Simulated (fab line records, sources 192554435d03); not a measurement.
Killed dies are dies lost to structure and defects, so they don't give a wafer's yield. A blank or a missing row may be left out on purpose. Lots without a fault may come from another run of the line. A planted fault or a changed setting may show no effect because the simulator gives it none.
Which tool did it? | flow n5_finfet | 11 lots, 33 wafers sampled, at 1 step of a route of 1938

WHAT THE GAUGES READ, wafer by wafer
N5_BEOL_M7_THK_MEAS_01.
lot  | measured     | on            | M7_ILD_THK (nm)
L760 | day 8 21:37  | film_metro-02 | 154.7 158.1 157.8
L763 | day 9 11:35  | film_metro-01 | 153.7 154.8 156.8
L762 | day 9 11:48  | film_metro-01 | 153.9 158.3 156.8
L764 | day 9 16:32  | film_metro-02 | 153.7 155.1 157.2
L766 | day 10 15:04 | film_metro-02 | 153.8 152.6 156.7
L767 | day 10 15:49 | film_metro-01 | 154.7 156.0 156.7
L770 | day 11 12:10 | film_metro-02 | 155.4 156.9 156.2
L772 | day 12 03:07 | film_metro-01 | 154.8 156.0 156.9
L778 | day 13 16:40 | film_metro-01 | 150.9 154.9 156.3
L781 | day 14 15:25 | film_metro-01 | 156.7 154.2 158.1
L782 | day 14 22:28 | film_metro-01 | 154.9 152.9 157.6

WHICH TOOL RAN EACH LOT (tool, then ch and the chambers of the sampled wafers, then the start)
The record holds no process step before these readings.

THE ANSWER, worked out from the rows above alone
Rule: what is usual is taken from the lots themselves. Put in order of their means at a reading, lots are off if they are a third of the lots or fewer, leave a main group of 4 or more, and stand apart from it by a gap of 3 or more times the standard deviation of the main group's means; of several such gaps the widest counts. A main group whose means are all the same, to the digits that the tables above print for the reading, isn't used. A lot without any number at a reading at which 4 lots or more have one is off too. The other lots that the step has rows for count as sound.
No lot is off at any reading shown: from this, nothing can be told.

WHAT THE SIMULATOR HAD PUT IN
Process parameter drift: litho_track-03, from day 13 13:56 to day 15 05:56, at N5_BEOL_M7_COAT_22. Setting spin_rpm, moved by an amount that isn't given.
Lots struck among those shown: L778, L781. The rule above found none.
